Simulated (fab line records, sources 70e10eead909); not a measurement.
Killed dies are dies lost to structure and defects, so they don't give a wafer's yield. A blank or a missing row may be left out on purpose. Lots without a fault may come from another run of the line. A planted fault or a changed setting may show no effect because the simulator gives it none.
Chamber matching | flow nand_harc | NHARC_A_ONON_D2_DEP_33 on pecvd-01: 3 sister chambers
The step deposits SiO2, target thk 200 nm. 16 wafers are shown with their chamber, then 8 later ones without.

WAFERS WITH THEIR CHAMBER
wafer  | chamber | throttle_valve_pct (%) | heater_power_w (W)
L767.2 | 1       | 16.0                   | 537
L767.4 | 0       | 15.8                   | 490
L767.5 | 1       | 15.9                   | 537
L768.1 | 2       | 16.7                   | 618
L768.2 | 0       | 15.6                   | 463
L768.6 | 1       | 16.1                   | 610
L770.1 | 1       | 15.9                   | 563
L770.2 | 0       | 15.8                   | 472
L770.6 | 2       | 16.7                   | 655
L771.1 | 0       | 15.6                   | 511
L771.4 | 2       | 16.7                   | 604
L771.5 | 1       | 15.7                   | 611
L776.1 | 0       | 16.1                   | 409
L776.3 | 2       | 17.1                   | 723
L776.4 | 1       | 16.2                   | 585
L778.2 | 1       | 16.1                   | 603

SIGNATURES (means of the wafers above)
reading            | chamber 0 | chamber 1 | chamber 2 | scatter within a chamber
throttle_valve_pct | 15.780    | 15.986    | 16.800    | 0.187
heater_power_w     | 469.00    | 578.00    | 650.00    | 39.9
Rule: a wafer's distance from a chamber is the root of the sum, over the readings, of the square of ((its reading less the chamber's mean) divided by the reading's scatter). The wafer belongs to the nearest chamber; if the next one is less than 2 further off, it can't be placed. The scatter: the root of (the sum of the squares of (reading less its chamber's mean) over the shown wafers, divided by (wafers less chambers)).

WAFERS WITHOUT THEIR CHAMBER
wafer  | throttle_valve_pct (%) | heater_power_w (W)
L778.5 | 16.9                   | 704
L778.6 | 16.0                   | 480
L784.1 | 17.3                   | 717
L784.2 | 16.0                   | 467
L784.3 | 16.0                   | 595
L787.1 | 15.9                   | 594
L787.3 | 16.2                   | 489
L787.5 | 15.6                   | 488

WHICH CHAMBER EACH WENT THROUGH
wafer  | from the rows above     | in truth
L778.5 | 2                       | 2
L778.6 | can't be placed: 0 or 1 | 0
L784.1 | 2                       | 2
L784.2 | can't be placed: 0 or 1 | 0
L784.3 | 1                       | 1
L787.1 | 1                       | 1
L787.3 | can't be placed: 0 or 1 | 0
L787.5 | can't be placed: 0 or 1 | 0
Placed correctly: 4 of 8. Can't be placed from these rows: 4 (the true chamber is among the candidates in 4). Placed wrongly: 0.
